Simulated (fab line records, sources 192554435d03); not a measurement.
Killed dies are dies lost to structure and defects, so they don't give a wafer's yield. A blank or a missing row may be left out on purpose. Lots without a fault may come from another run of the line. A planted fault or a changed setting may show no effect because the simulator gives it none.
Which tool did it? | flow n5_finfet | 24 lots, 72 wafers sampled, at 5 steps of a route of 1938

WHAT THE GAUGES READ, wafer by wafer
N5_BEOL_M2_RS_MEAS_58: measures by four-point-probe.
lot  | measured     | on            | M2_RS (ohm/sq)
L074 | day 6 18:21  | film_metro-01 | 0.77 0.61 0.63
L075 | day 7 06:04  | film_metro-02 | 0.72 0.75 0.69
L077 | day 7 09:41  | film_metro-02 | 0.69 0.60 0.62
L076 | day 7 12:53  | film_metro-02 | 0.72 0.69 0.62
L078 | day 8 04:25  | film_metro-02 | 0.70 0.68 0.68
L079 | day 8 07:08  | film_metro-01 | 0.64 0.70 0.68
L081 | day 8 22:09  | film_metro-02 | 0.70 0.70 0.65
L082 | day 9 04:38  | film_metro-02 | 0.71 0.67 0.69
L080 | day 9 04:52  | film_metro-02 | 0.70 0.73 0.68
L083 | day 9 11:11  | film_metro-02 | 0.69 0.66 0.70
L084 | day 9 13:58  | film_metro-01 | 0.65 0.66 0.73
L085 | day 9 15:26  | film_metro-02 | 0.68 0.61 0.69
L086 | day 9 19:43  | film_metro-02 | 0.71 0.69 0.69
L087 | day 10 02:31 | film_metro-01 | 0.67 0.69 0.65
L088 | day 10 06:41 | film_metro-02 | 0.65 0.62 0.73
L089 | day 10 13:38 | film_metro-02 | 0.70 0.71 0.69
L090 | day 11 01:00 | film_metro-02 | 0.69 0.72 0.70
L092 | day 11 07:34 | film_metro-02 | 0.62 0.65 0.65
L091 | day 11 16:17 | film_metro-02 | 0.68 0.66 0.64
L093 | day 11 17:47 | film_metro-01 | 0.70 0.71 0.66
L094 | day 12 02:38 | film_metro-01 | 0.67 0.67 0.68
L095 | day 12 16:38 | film_metro-02 | 0.68 0.72 0.67
L096 | day 12 18:50 | film_metro-01 | 0.70 0.69 0.70
L097 | day 13 04:05 | film_metro-01 | 0.64 0.68 0.72

N5_BEOL_M3_INSPECT_13: inspects for defects (brightfield).
lot  | measured     | on                | raw_defect_count
L074 | day 6 19:58  | defect_inspect-01 | 304 340 280
L075 | day 7 07:04  | defect_inspect-02 | 358 381 268
L077 | day 7 10:32  | defect_inspect-02 | 344 448 376
L076 | day 7 14:10  | defect_inspect-02 | 555 553 321
L078 | day 8 06:56  | defect_inspect-02 | 276 317 277
L079 | day 8 09:58  | defect_inspect-02 | 479 482 357
L081 | day 9 00:14  | defect_inspect-01 | 488 428 666
L082 | day 9 06:31  | defect_inspect-01 | 323 385 406
L080 | day 9 06:40  | defect_inspect-01 | 305 335 292
L083 | day 9 13:17  | defect_inspect-01 | 379 479 518
L084 | day 9 15:54  | defect_inspect-01 | 617 468 430
L085 | day 9 16:34  | defect_inspect-02 | 482 796 355
L086 | day 9 21:01  | defect_inspect-01 | 347 449 438
L087 | day 10 03:47 | defect_inspect-01 | 369 334 357
L088 | day 10 07:48 | defect_inspect-02 | 536 435 364
L089 | day 10 15:10 | defect_inspect-01 | 565 673 662
L090 | day 11 03:47 | defect_inspect-01 | 589 277 332
L092 | day 11 12:14 | defect_inspect-01 | 363 347 433
L091 | day 11 17:40 | defect_inspect-02 | 377 378 436
L093 | day 11 19:03 | defect_inspect-02 | 428 277 404
L094 | day 12 03:59 | defect_inspect-01 | 352 387 457
L095 | day 12 18:46 | defect_inspect-01 | 433 403 460
L096 | day 12 21:34 | defect_inspect-01 | 529 547 528
L097 | day 13 05:33 | defect_inspect-02 | 634 698 700

N5_BEOL_M3_CD_MEAS_18: pitch 36 nm, target cd 18 nm.
lot  | measured     | on        | cd_nm (nm)
L074 | day 6 20:26  | cd_sem-03 | 18.1 18.0 18.0
L075 | day 7 07:32  | cd_sem-03 | 17.6 18.4 18.1
L077 | day 7 11:01  | cd_sem-02 | 17.8 18.0 17.7
L076 | day 7 14:49  | cd_sem-01 | 18.3 18.1 18.5
L078 | day 8 08:05  | cd_sem-03 | 17.6 18.0 17.7
L079 | day 8 11:09  | cd_sem-01 | 17.8 17.8 17.9
L081 | day 9 00:42  | cd_sem-01 | 18.1 17.9 18.4
L082 | day 9 06:58  | cd_sem-02 | 17.7 18.1 18.2
L080 | day 9 07:08  | cd_sem-03 | 18.1 18.4 17.1
L083 | day 9 14:09  | cd_sem-02 | 18.2 17.9 17.3
L084 | day 9 16:38  | cd_sem-01 | 18.3 18.2 18.1
L085 | day 9 17:02  | cd_sem-03 | 17.9 17.8 18.0
L086 | day 9 21:34  | cd_sem-03 | 18.3 18.5 17.8
L087 | day 10 04:14 | cd_sem-01 | 18.3 17.6 17.6
L088 | day 10 08:16 | cd_sem-01 | 18.4 18.0 17.8
L089 | day 10 15:38 | cd_sem-02 | 17.6 18.0 18.1
L090 | day 11 04:37 | cd_sem-03 | 17.8 18.1 18.0
L092 | day 11 12:41 | cd_sem-03 | 18.5 18.5 18.2
L091 | day 11 18:09 | cd_sem-02 | 17.8 18.2 17.4
L093 | day 11 19:31 | cd_sem-02 | 18.4 18.3 18.5
L094 | day 12 04:39 | cd_sem-02 | 17.7 17.9 18.0
L095 | day 12 19:17 | cd_sem-01 | 17.9 17.8 17.8
L096 | day 12 22:03 | cd_sem-01 | 18.3 18.1 18.0
L097 | day 13 06:03 | cd_sem-03 | 18.2 18.1 18.1

WHICH TOOL RAN EACH LOT (tool, then ch and the chambers of the sampled wafers, then the start)
lot  | N5_BEOL_M2_CMP_52             | N5_BEOL_M3_HM_DEP_02
L074 | cmp-03 ch 0,1,3, day 6 17:47  | pvd_sputter-01, day 6 19:22
L075 | cmp-02 ch 0,1,3, day 7 05:35  | pvd_sputter-01, day 7 06:35
L077 | cmp-02 ch 0,3, day 7 09:07    | pvd_sputter-02, day 7 10:03
L076 | cmp-04 ch 1,3, day 7 12:22    | pvd_sputter-02, day 7 13:41
L078 | cmp-04 ch 0,1, day 8 03:49    | pvd_sputter-03, day 8 06:20
L079 | cmp-03 ch 0,2,3, day 8 06:39  | pvd_sputter-01, day 8 09:22
L081 | cmp-02 ch 0,1, day 8 21:35    | pvd_sputter-01, day 8 23:37
L082 | cmp-02 ch 0,1,2, day 9 04:05  | pvd_sputter-01, day 9 05:54
L080 | cmp-02 ch 0,1,3, day 9 04:25  | pvd_sputter-01, day 9 06:00
L083 | cmp-04 ch 1,2,3, day 9 10:25  | pvd_sputter-02, day 9 12:49
L084 | cmp-02 ch 0,1,2, day 9 13:26  | pvd_sputter-01, day 9 15:25
L085 | cmp-03 ch 1,3, day 9 14:55    | pvd_sputter-03, day 9 16:05
L086 | cmp-02 ch 1,2,3, day 9 19:10  | pvd_sputter-01, day 9 20:32
L087 | cmp-03 ch 0,3, day 10 01:57   | pvd_sputter-02, day 10 03:18
L088 | cmp-03 ch 1,3, day 10 06:08   | pvd_sputter-02, day 10 07:19
L089 | cmp-02 ch 0,2,3, day 10 13:05 | pvd_sputter-02, day 10 14:41
L090 | cmp-02 ch 1,2,3, day 11 00:27 | pvd_sputter-03, day 11 03:10
L092 | cmp-02 ch 1,2,3, day 11 07:08 | pvd_sputter-02, day 11 11:45
L091 | cmp-02 ch 0,1,2, day 11 15:44 | pvd_sputter-03, day 11 17:10
L093 | cmp-04 ch 0,3, day 11 17:17   | pvd_sputter-01, day 11 18:27
L094 | cmp-02 ch 1,3, day 12 02:04   | pvd_sputter-02, day 12 03:23
L095 | cmp-03 ch 0,1,2, day 12 16:09 | pvd_sputter-03, day 12 18:10
L096 | cmp-03 ch 0,2, day 12 18:08   | pvd_sputter-03, day 12 21:05
L097 | cmp-02 ch 0,1,2, day 13 03:32 | pvd_sputter-03, day 13 04:57
- N5_BEOL_M2_CMP_52: polishes, stops on SiOC, t overpolish 6.8 s, target thk 40 nm.
- N5_BEOL_M3_HM_DEP_02: deposits TiN, target thk 20 nm.

WHAT THE TOOLS THEMSELVES READ (means of the sampled wafers that have a number; where no wafer has one, the mark that the record gives instead)
N5_BEOL_M2_CMP_52.
lot  | tool   | barrier_field_endpoint_s (s) | motor_current_A (A) | overpolish_run_s (s) | time_to_endpoint_s (s)
L074 | cmp-03 | 24.4                         | 5.7                 | 6.802                | 63.4
L075 | cmp-02 | 23.8                         | 5.9                 | 6.791                | 58.2
L077 | cmp-02 | 24.3                         | 6.4                 | 6.795                | 60.5
L076 | cmp-04 | 24.3                         | 6.0                 | 6.805                | 60.4
L078 | cmp-04 | 24.0                         | 6.0                 | 6.804                | 58.1
L079 | cmp-03 | 24.5                         | 5.6                 | 6.809                | 61.1
L081 | cmp-02 | 24.0                         | 5.7                 | 6.810                | 58.9
L082 | cmp-02 | 24.0                         | 5.4                 | 6.794                | 62.7
L080 | cmp-02 | 24.4                         | 6.1                 | 6.801                | 58.5
L083 | cmp-04 | 24.6                         | 5.9                 | 6.797                | 61.8
L084 | cmp-02 | 23.7                         | 5.3                 | 6.807                | 58.2
L085 | cmp-03 | 24.8                         | 6.4                 | 6.796                | 62.0
L086 | cmp-02 | 23.6                         | 5.8                 | 6.802                | 60.0
L087 | cmp-03 | 25.2                         | 5.1                 | 6.800                | 66.8
L088 | cmp-03 | 24.4                         | 6.5                 | 6.801                | 60.4
L089 | cmp-02 | 24.4                         | 5.9                 | 6.802                | 60.7
L090 | cmp-02 | 24.6                         | 5.9                 | 6.798                | 62.0
L092 | cmp-02 | 25.1                         | 5.6                 | 6.793                | 60.6
L091 | cmp-02 | 25.2                         | 5.3                 | 6.801                | 63.1
L093 | cmp-04 | 24.2                         | 6.1                 | 6.804                | 59.7
L094 | cmp-02 | 25.1                         | 5.7                 | 6.808                | 61.9
L095 | cmp-03 | 23.5                         | 6.0                 | 6.789                | 61.0
L096 | cmp-03 | 23.8                         | 5.8                 | 6.804                | 61.0
L097 | cmp-02 | 23.9                         | 5.4                 | 6.795                | 60.8

N5_BEOL_M3_HM_DEP_02.
lot  | tool           | throttle_valve_pct (%)
L074 | pvd_sputter-01 | 29.8
L075 | pvd_sputter-01 | 30.3
L077 | pvd_sputter-02 | 31.6
L076 | pvd_sputter-02 | 30.8
L078 | pvd_sputter-03 | 29.9
L079 | pvd_sputter-01 | 30.1
L081 | pvd_sputter-01 | 30.7
L082 | pvd_sputter-01 | 29.7
L080 | pvd_sputter-01 | 29.8
L083 | pvd_sputter-02 | 30.8
L084 | pvd_sputter-01 | 30.8
L085 | pvd_sputter-03 | 30.8
L086 | pvd_sputter-01 | 29.9
L087 | pvd_sputter-02 | 30.0
L088 | pvd_sputter-02 | 30.7
L089 | pvd_sputter-02 | 30.6
L090 | pvd_sputter-03 | 29.9
L092 | pvd_sputter-02 | 31.5
L091 | pvd_sputter-03 | 30.4
L093 | pvd_sputter-01 | 30.1
L094 | pvd_sputter-02 | 29.8
L095 | pvd_sputter-03 | 30.3
L096 | pvd_sputter-03 | 30.9
L097 | pvd_sputter-03 | 30.4

THE ANSWER, worked out from the rows above alone
Rule: what is usual is taken from the lots themselves. Put in order of their means at a reading, lots are off if they are a third of the lots or fewer, leave a main group of 4 or more, and stand apart from it by a gap of 3 or more times the standard deviation of the main group's means; of several such gaps the widest counts. A main group whose means are all the same, to the digits that the tables above print for the reading, isn't used. A lot without any number at a reading at which 4 lots or more have one is off too. The other lots that the step has rows for count as sound. The gauges are gone through in route order, then the tools' own readings, and for those a lot's mean is taken as printed above. The first step at which some lot is off is used, and at that step the reading that is off furthest; a lot without a number counts as furthest.
No lot is off at any reading shown: from this, nothing can be told.

WHAT THE SIMULATOR HAD PUT IN
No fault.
